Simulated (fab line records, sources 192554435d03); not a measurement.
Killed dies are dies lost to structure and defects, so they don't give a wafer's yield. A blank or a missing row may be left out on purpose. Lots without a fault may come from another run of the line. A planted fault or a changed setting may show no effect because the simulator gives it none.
Which tool did it? | flow n5_finfet | 21 lots, 63 wafers sampled, at 2 steps of a route of 1938

WHAT THE GAUGES READ, wafer by wafer
N5_BEOL_M15_OVL_MEAS_29. Usual: M15_OVL -3 nm, standard deviation 5.2.
lot  | measured     | on         | M15_OVL (nm) | flag
L074 | day 11 02:07 | overlay-02 | -11 -3 -4    |
L076 | day 11 04:45 | overlay-01 | -3 -4 -1     |
L077 | day 12 06:25 | overlay-02 | -5 -3 -10    |
L078 | day 12 13:18 | overlay-02 | -7 -5 0      |
L079 | day 12 12:50 | overlay-02 | -2 -1 -1     |
L081 | day 12 18:20 | overlay-02 | -8 -3 4      |
L080 | day 13 09:09 | overlay-02 | -2 -8 -8     |
L083 | day 13 15:34 | overlay-02 | -5 -3 0      |
L084 | day 14 02:07 | overlay-02 | -2 0 1       |
L086 | day 14 05:13 | overlay-01 | -2 -2 3      |
L088 | day 14 15:02 | overlay-01 | 8 2 9        |
L085 | day 14 22:15 | overlay-02 | 5 -1 1       |
L089 | day 15 07:32 | overlay-02 | 2 1 -5       |
L091 | day 15 16:08 | overlay-01 | 1 -3 -2      |
L093 | day 16 07:01 | overlay-02 | -4 -3 -5     |
L090 | day 16 07:39 | overlay-02 | -15 -2 -11   |
L092 | day 16 15:02 | overlay-02 | -3 -8 -2     |
L094 | day 16 21:37 | overlay-02 | 5 -3 1       |
L095 | day 17 03:17 | overlay-02 | 0 2 -4       |
L096 | day 17 07:52 | overlay-02 | -4 8 4       |
L097 | day 17 15:32 | overlay-01 | -7 -9 -9     |

WHICH TOOL RAN EACH LOT (tool, then ch and the chambers of the sampled wafers, then the start)
lot  | N5_BEOL_M14_ETCH_67
L074 | rie_diel-02 ch 0,1,2, day 10 19:44
L076 | rie_diel-05 ch 1,2,3, day 10 23:19
L077 | rie_diel-02 ch 0,1,3, day 11 22:58
L078 | rie_diel-04 ch 0,1,2, day 12 06:45
L079 | rie_diel-05 ch 1,2,3, day 12 07:18
L081 | rie_diel-04 ch 0,1, day 12 11:17
L080 | rie_diel-02 ch 1,2,3, day 13 02:04
L083 | rie_diel-02 ch 0,1,2, day 13 09:23
L084 | rie_diel-02 ch 1,2, day 13 17:33
L086 | rie_diel-04 ch 0,2, day 13 20:43
L088 | rie_diel-02 ch 1,2,3, day 14 06:25
L085 | rie_diel-04 ch 0,1,2, day 14 14:10
L089 | rie_diel-02 ch 0,1,3, day 14 22:58
L091 | rie_diel-05 ch 1,3, day 15 10:49
L093 | rie_diel-05 ch 0,3, day 15 23:04
L090 | rie_diel-02 ch 2,3, day 16 00:20
L092 | rie_diel-05 ch 0,2, day 16 06:43
L094 | rie_diel-04 ch 0,1,3, day 16 17:12
L095 | rie_diel-04 ch 1,2, day 16 21:44
L096 | rie_diel-04 ch 2,3, day 17 02:06
L097 | rie_diel-04 ch 0,2,3, day 17 06:58
- N5_BEOL_M14_ETCH_67: etches SiARC in CF4, target depth 143 nm, time 238.3 s.

WHAT THE TOOLS THEMSELVES READ (means of the sampled wafers that have a number; where no wafer has one, the mark that the record gives instead)
N5_BEOL_M14_ETCH_67. Usual: bias_w 36.00 W, standard deviation 0.11; drypump_motor_current_A 5.7 A, standard deviation 0.39; etch_rf_on_time_s 242 s, standard deviation 9; oes_product_au 0.71 a.u., standard deviation 0.073; rf_fwd_power_W 543.4 W, standard deviation 1.6; rf_vpp_V 183.8 V, standard deviation 1.2; showerhead_plenum_p_Torr 2.14 Torr, standard deviation 0.076; throttle_valve_pct 15.41 %, standard deviation 0.25.
lot  | tool        | bias_w (W) | drypump_motor_current_A (A) | etch_rf_on_time_s (s) | oes_product_au (a.u.) | rf_fwd_power_W (W) | rf_vpp_V (V) | showerhead_plenum_p_Torr (Torr) | throttle_valve_pct (%) | flag
L074 | rie_diel-02 | 36.03      | 5.9                         | 242                   | 0.71                  | 543.9              | 182.9        | 2.10                            | 15.36                  |
L076 | rie_diel-05 | 35.92      | 5.7                         | 243                   | 0.66                  | 544.5              | 183.3        | 2.10                            | 15.70                  |
L077 | rie_diel-02 | 36.08      | 6.2                         | 249                   | 0.62                  | 543.7              | 183.3        | 2.10                            | 15.39                  |
L078 | rie_diel-04 | 35.98      | 5.5                         | 241                   | 0.70                  | 544.4              | 184.7        | 2.19                            | 15.53                  |
L079 | rie_diel-05 | 35.99      | 5.7                         | 239                   | 0.65                  | 543.4              | 183.0        | 2.09                            | 15.72                  |
L081 | rie_diel-04 | 36.06      | 5.6                         | 241                   | 0.65                  | 544.6              | 184.8        | 2.24                            | 15.63                  |
L080 | rie_diel-02 | 36.09      | 6.0                         | 249                   | 0.67                  | 543.0              | 183.6        | 2.12                            | 15.34                  |
L083 | rie_diel-02 | 35.83      | 5.9                         | 243                   | 0.76                  | 543.9              | 184.7        | 2.18                            | 15.23                  |
L084 | rie_diel-02 | 36.06      | 5.7                         | 245                   | 0.73                  | 542.4              | 184.1        | 2.12                            | 15.37                  |
L086 | rie_diel-04 | 36.11      | 5.5                         | 241                   | 0.71                  | 542.2              | 184.6        | 2.20                            | 15.63                  |
L088 | rie_diel-02 | 36.08      | 6.0                         | 250                   | 0.74                  | 544.3              | 183.9        | 2.12                            | 15.21                  |
L085 | rie_diel-04 | 35.84      | 5.5                         | 240                   | 0.76                  | 544.2              | 184.8        | 2.18                            | 15.41                  |
L089 | rie_diel-02 | 36.07      | 6.2                         | 243                   | 0.75                  | 542.4              | 184.8        | 2.18                            | 15.11                  |
L091 | rie_diel-05 | 36.16      | 5.7                         | 233                   | 0.69                  | 543.6              | 184.0        | 2.14                            | 15.82                  |
L093 | rie_diel-05 | 36.05      | 5.2                         | 223                   | 0.73                  | 546.7              | 183.5        | 2.15                            | 15.43                  |
L090 | rie_diel-02 | 35.92      | 5.9                         | 248                   | 0.73                  | 542.0              | 183.7        | 2.09                            | 15.32                  |
L092 | rie_diel-05 | 36.05      | 5.2                         | 234                   | 0.68                  | 543.4              | 183.4        | 2.10                            | 15.37                  |
L094 | rie_diel-04 | 35.97      | 5.7                         | 242                   | 0.71                  | 544.0              | 184.1        | 2.18                            | 15.39                  |
L095 | rie_diel-04 | 36.01      | 5.4                         | 247                   | 0.74                  | 543.8              | 183.4        | 2.11                            | 15.37                  |
L096 | rie_diel-04 | 35.95      | 5.5                         | 249                   | 0.71                  | 542.2              | 183.1        | 2.08                            | 15.46                  |
L097 | rie_diel-04 | 36.04      | 5.6                         | 247                   | 0.69                  | 543.2              | 183.6        | 2.14                            | 15.55                  |

THE ANSWER, worked out from the rows above alone
Rule: a lot is off if the mean of its wafers that have a number lies more than 3 standard deviations from the usual mean. A lot without any number at a reading at which 4 lots or more have one is off too. The other lots that the step has rows for count as sound. The gauges are gone through in route order, then the tools' own readings, and for those a lot's mean is taken as printed above. The first step at which some lot is off is used, and at that step the reading that is off furthest; a lot without a number counts as furthest.
No lot is off at any reading shown: from this, nothing can be told.

WHAT THE SIMULATOR HAD PUT IN
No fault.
